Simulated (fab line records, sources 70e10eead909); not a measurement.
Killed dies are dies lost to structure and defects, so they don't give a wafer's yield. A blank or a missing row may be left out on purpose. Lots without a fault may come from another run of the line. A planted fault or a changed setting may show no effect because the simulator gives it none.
Chamber matching | flow nand_harc | NHARC_A_CHANNEL_HOLE_D2_ETCH_44 on rie_diel-13: 4 sister chambers
The step etches the open film in CF4/O2, target depth 140 nm, overetch 14 nm, time 77 s. 18 wafers are shown with their chamber, then 9 later ones without.

WAFERS WITH THEIR CHAMBER
wafer  | chamber | drypump_motor_current_A (A) | rf_vpp_V (V) | oes_product_au (a.u.)
L076.1 | 1       | 4.9                         | 199.0        | 1.017
L076.2 | 3       | 5.7                         | 196.4        | 1.006
L076.5 | 0       | 6.3                         | 199.9        | 0.985
L074.3 | 0       | 6.3                         | 199.9        | 1.002
L074.4 | 1       | 4.9                         | 198.6        | 1.025
L074.5 | 3       | 5.7                         | 197.0        | 1.007
L077.2 | 1       | 4.9                         | 198.6        | 1.030
L077.4 | 2       | 5.0                         | 199.9        | 1.018
L077.6 | 0       | 6.3                         | 197.6        | 1.008
L082.1 | 2       | 5.0                         | 199.9        | 0.999
L082.5 | 2       | 5.0                         | 199.7        | 1.006
L082.6 | 3       | 5.7                         | 194.9        | 1.002
L083.1 | 3       | 5.7                         | 195.3        | 1.007
L083.3 | 1       | 4.9                         | 198.2        | 1.010
L083.4 | 0       | 6.3                         | 198.7        | 1.005
L086.1 | 2       | 4.9                         | 198.7        | 0.995
L086.5 | 1       | 4.9                         | 199.3        | 1.021
L086.6 | 2       | 4.9                         | 197.3        | 1.003

SIGNATURES (means of the wafers above)
reading                 | chamber 0 | chamber 1 | chamber 2 | chamber 3 | scatter within a chamber
drypump_motor_current_A | 6.300     | 4.900     | 4.960     | 5.700     | 0.0293
rf_vpp_V                | 199.025   | 198.740   | 199.100   | 195.900   | 0.935
oes_product_au          | 1.00000   | 1.02060   | 1.00420   | 1.00550   | 0.00791
Rule: a wafer's distance from a chamber is the root of the sum, over the readings, of the square of ((its reading less the chamber's mean) divided by the reading's scatter). The wafer belongs to the nearest chamber; if the next one is less than 2 further off, it can't be placed. The scatter: the root of (the sum of the squares of (reading less its chamber's mean) over the shown wafers, divided by (wafers less chambers)).

WAFERS WITHOUT THEIR CHAMBER
wafer  | drypump_motor_current_A (A) | rf_vpp_V (V) | oes_product_au (a.u.)
L088.1 | 4.9                         | 197.4        | 1.021
L088.4 | 6.2                         | 198.6        | 1.019
L088.6 | 4.9                         | 198.5        | 1.012
L092.3 | 4.9                         | 196.9        | 1.007
L092.4 | 5.7                         | 196.5        | 1.008
L092.6 | 4.9                         | 199.3        | 0.991
L093.2 | 5.0                         | 199.6        | 0.987
L093.4 | 5.0                         | 198.5        | 1.007
L093.5 | 4.9                         | 198.1        | 0.991

WHICH CHAMBER EACH WENT THROUGH
wafer  | from the rows above     | in truth
L088.1 | 1                       | 1
L088.4 | 0                       | 0
L088.6 | can't be placed: 1 or 2 | 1
L092.3 | can't be placed: 1 or 2 | 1
L092.4 | 3                       | 3
L092.6 | can't be placed: 2 or 1 | 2
L093.2 | 2                       | 2
L093.4 | 2                       | 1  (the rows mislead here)
L093.5 | can't be placed: 2 or 1 | 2
Placed correctly: 4 of 9. Can't be placed from these rows: 4 (the true chamber is among the candidates in 4). Placed wrongly: 1.
